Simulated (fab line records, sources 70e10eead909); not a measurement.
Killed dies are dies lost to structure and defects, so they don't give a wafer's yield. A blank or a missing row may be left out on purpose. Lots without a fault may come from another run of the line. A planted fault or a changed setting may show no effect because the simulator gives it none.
Chamber matching | flow nand_harc | NHARC_P_M0_DESCUM_14 on rie_diel-05: 4 sister chambers
The step chemistry O2, time 3 s. 36 wafers are shown with their chamber, then 12 later ones without.

WAFERS WITH THEIR CHAMBER
wafer  | chamber | showerhead_plenum_p_Torr (Torr) | drypump_motor_current_A (A) | oes_product_au (a.u.)
L074.1 | 2       | 1.85                            | 6.4                         | 0.997
L074.4 | 0       | 1.94                            | 5.3                         | 1.007
L074.5 | 1       | 1.97                            | 5.1                         | 0.993
L077.4 | 2       | 1.85                            | 6.4                         | 1.007
L077.5 | 2       | 1.85                            | 6.4                         | 1.003
L077.6 | 3       | 2.00                            | 6.0                         | 1.001
L078.1 | 2       | 1.85                            | 6.4                         | 1.002
L078.2 | 0       | 1.94                            | 5.4                         | 1.020
L078.6 | 2       | 1.85                            | 6.4                         | 1.000
L079.2 | 1       | 1.97                            | 5.2                         | 0.998
L079.4 | 2       | 1.85                            | 6.4                         | 0.990
L079.6 | 1       | 1.97                            | 5.2                         | 0.996
L080.1 | 0       | 1.94                            | 5.3                         | 1.004
L080.2 | 2       | 1.85                            | 6.4                         | 0.990
L080.6 | 1       | 1.97                            | 5.2                         | 0.985
L081.2 | 2       | 1.85                            | 6.5                         | 0.995
L081.3 | 0       | 1.94                            | 5.3                         | 1.001
L081.5 | 3       | 2.00                            | 5.9                         | 1.001
L082.1 | 0       | 1.94                            | 5.3                         | 1.010
L082.3 | 1       | 1.97                            | 5.2                         | 0.987
L082.6 | 0       | 1.94                            | 5.3                         | 1.007
L083.1 | 2       | 1.85                            | 6.5                         | 0.997
L083.3 | 3       | 2.00                            | 5.9                         | 1.010
L083.5 | 1       | 1.97                            | 5.2                         | 0.968
L087.4 | 2       | 1.85                            | 6.4                         | 0.990
L087.5 | 1       | 1.97                            | 5.1                         | 0.988
L087.6 | 2       | 1.85                            | 6.4                         | 0.997
L084.1 | 0       | 1.94                            | 5.3                         | 0.991
L084.2 | 1       | 1.97                            | 5.1                         | 0.985
L084.4 | 2       | 1.85                            | 6.5                         | 0.986
L088.3 | 2       | 1.85                            | 6.5                         | 0.999
L088.4 | 0       | 1.94                            | 5.3                         | 0.985
L088.6 | 0       | 1.93                            | 5.3                         | 0.989
L089.1 | 1       | 1.97                            | 5.2                         | 0.971
L089.5 | 2       | 1.85                            | 6.4                         | 0.977
L089.6 | 1       | 1.97                            | 5.1                         | 0.978

SIGNATURES (means of the wafers above)
reading                  | chamber 0 | chamber 1 | chamber 2 | chamber 3 | scatter within a chamber
showerhead_plenum_p_Torr | 1.9389    | 1.9700    | 1.8500    | 2.0000    | 0.00167
drypump_motor_current_A  | 5.311     | 5.160     | 6.429     | 5.933     | 0.0461
oes_product_au           | 1.00156   | 0.98490   | 0.99500   | 1.00400   | 0.0093
Rule: a wafer's distance from a chamber is the root of the sum, over the readings, of the square of ((its reading less the chamber's mean) divided by the reading's scatter). The wafer belongs to the nearest chamber; if the next one is less than 2 further off, it can't be placed. The scatter: the root of (the sum of the squares of (reading less its chamber's mean) over the shown wafers, divided by (wafers less chambers)).

WAFERS WITHOUT THEIR CHAMBER
wafer  | showerhead_plenum_p_Torr (Torr) | drypump_motor_current_A (A) | oes_product_au (a.u.)
L091.3 | 2.00                            | 5.9                         | 1.005
L091.5 | 2.00                            | 6.0                         | 1.002
L091.6 | 1.85                            | 6.4                         | 0.987
L093.2 | 1.93                            | 5.3                         | 1.000
L093.4 | 1.93                            | 5.3                         | 0.990
L093.6 | 1.85                            | 6.5                         | 0.987
L092.1 | 1.93                            | 5.3                         | 0.986
L092.3 | 1.85                            | 6.5                         | 0.980
L092.4 | 1.85                            | 6.5                         | 0.973
L095.2 | 1.85                            | 6.5                         | 0.987
L095.4 | 2.00                            | 5.9                         | 1.009
L095.6 | 1.85                            | 6.4                         | 0.973

WHICH CHAMBER EACH WENT THROUGH
wafer  | from the rows above | in truth
L091.3 | 3                   | 3
L091.5 | 3                   | 3
L091.6 | 2                   | 2
L093.2 | 0                   | 0
L093.4 | 0                   | 0
L093.6 | 2                   | 2
L092.1 | 0                   | 0
L092.3 | 2                   | 2
L092.4 | 2                   | 2
L095.2 | 2                   | 2
L095.4 | 3                   | 3
L095.6 | 2                   | 2
Placed correctly: 12 of 12. Can't be placed from these rows: 0. Placed wrongly: 0.
